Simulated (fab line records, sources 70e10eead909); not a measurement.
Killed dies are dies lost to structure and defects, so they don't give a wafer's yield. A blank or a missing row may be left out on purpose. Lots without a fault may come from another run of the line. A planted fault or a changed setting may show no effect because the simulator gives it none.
Problem report in the 8D (eight disciplines) form, filled by code | flow nand_harc | the parts of the form that need people (team, actions taken, sign-off) are left out

1. THE PROBLEM
killed_at_other at NHARC_END_SORT_01 reads a mean of 78.0 on 2 wafers of 2 lots; wafers without a fault read 0.5 with a standard deviation of 0.85. That is +91 standard deviations from the usual mean.
First seen on wafer L159.4, day 22 19:05, on prober-02. The record holds 6 wafers of 2 lots with a number at this step. Rule for "out", or "out of limits": more than 4 standard deviations from the usual mean. The other wafers with a number count as sound.

2. WHAT IT IS AND WHAT IT IS NOT
question                    | is                                                                                                              | is not
which readings at this step | killed_at_other, defect_limited_yield, killed_dies, sort_bin_2_pct, sort_bin_3_pct, sort_n_pass, sort_yield_pct | killed_at_array, killed_at_periphery, killed_open, killed_short
which lots                  | L159, L161                                                                                                      | -
which wafers of those lots  | L159.4, L161.4                                                                                                  | L159.1, L159.2, L161.1, L161.2
read on which gauges        | prober-01, prober-02                                                                                            | -
when                        | from day 22 19:05                                                                                               | up to then (2 sound wafers); but 2 sound wafers of L161 came after

3. SUSPECTS, AND WHAT RULES EACH OUT
Counting: a tool at a process step up to the reading stays a suspect if it ran every lot that is out. Sound lots after the first of them don't rule it out here, since some wafers of a struck lot are sound.
- the gauge at NHARC_END_SORT_01: ruled out. The wafers that are out were read on 2 gauges (prober-01, prober-02).
- cmp-04 at NHARC_A_M1_CMP_23 (polishes, t overpolish 20 s, target thk 154.34 nm): kept. It ran every lot that is out, first L159 (day 20 21:39).
- pvd_sputter-03 at NHARC_THIN_TSV_PVD_51 (deposits Cu, target thk 100 nm): kept. It ran every lot that is out, first L159 (day 21 19:35).
Left after counting: cmp-04 at NHARC_A_M1_CMP_23, pvd_sputter-03 at NHARC_THIN_TSV_PVD_51.

4. THE CAUSE (what the simulator had put in)
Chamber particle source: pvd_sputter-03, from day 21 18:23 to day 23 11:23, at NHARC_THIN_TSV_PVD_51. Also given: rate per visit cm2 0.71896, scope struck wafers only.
Counting left 2 suspects, and this tool is among them.

5. THE CHAIN OF EFFECTS, in route order
Each row: a reading whose mean over the struck wafers that have a number lies more than 3 standard deviations from the usual. Only readings for which the record gives a usual standard deviation are gone through. hours: the time from each lot's start at the first step in this table that gives one to its start at this step, as a median over the lots. sigmas: the change in usual standard deviations.
hours | step              | reading              | usual  | on struck wafers | change | sigmas
0     | NHARC_END_SORT_01 | defect_limited_yield | 95.3 % | 83.9             | -11.4  | -6.7
0     | NHARC_END_SORT_01 | killed_at_other      | 0.5    | 78.0             | +77.5  | +91
0     | NHARC_END_SORT_01 | killed_dies          | 32     | 109              | +77    | +6.4
0     | NHARC_END_SORT_01 | sort_bin_2_pct       | 1.5 %  | 7.0              | +5.5   | +7.7
0     | NHARC_END_SORT_01 | sort_bin_3_pct       | 0.25 % | 2.66             | +2.41  | +10
0     | NHARC_END_SORT_01 | sort_bin_4_pct       | 3.0 %  | 6.4              | +3.4   | +3.1
0     | NHARC_END_SORT_01 | sort_n_pass          | 645    | 568              | -77    | -6.4
0     | NHARC_END_SORT_01 | sort_rim_yield_pct   | 95 %   | 85               | -10    | -3.2
0     | NHARC_END_SORT_01 | sort_yield_pct       | 95.3 % | 83.9             | -11.4  | -6.7

6. WHAT WOULD HAVE CAUGHT IT SOONER
In this record the first reading out of limits at a measuring or inspecting step was taken at day 22 19:05, 25 hours after the fault began at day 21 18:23.
Of the tool readings at NHARC_THIN_TSV_PVD_51 for which the record gives a usual standard deviation, none was out on any struck wafer, so an alarm limit of 4 standard deviations on them would not have fired.
Of the lots that are out (2), L161 began NHARC_THIN_TSV_PVD_51 on pvd_sputter-03 after day 22 19:05. A hold on the tool at that time would have spared it.
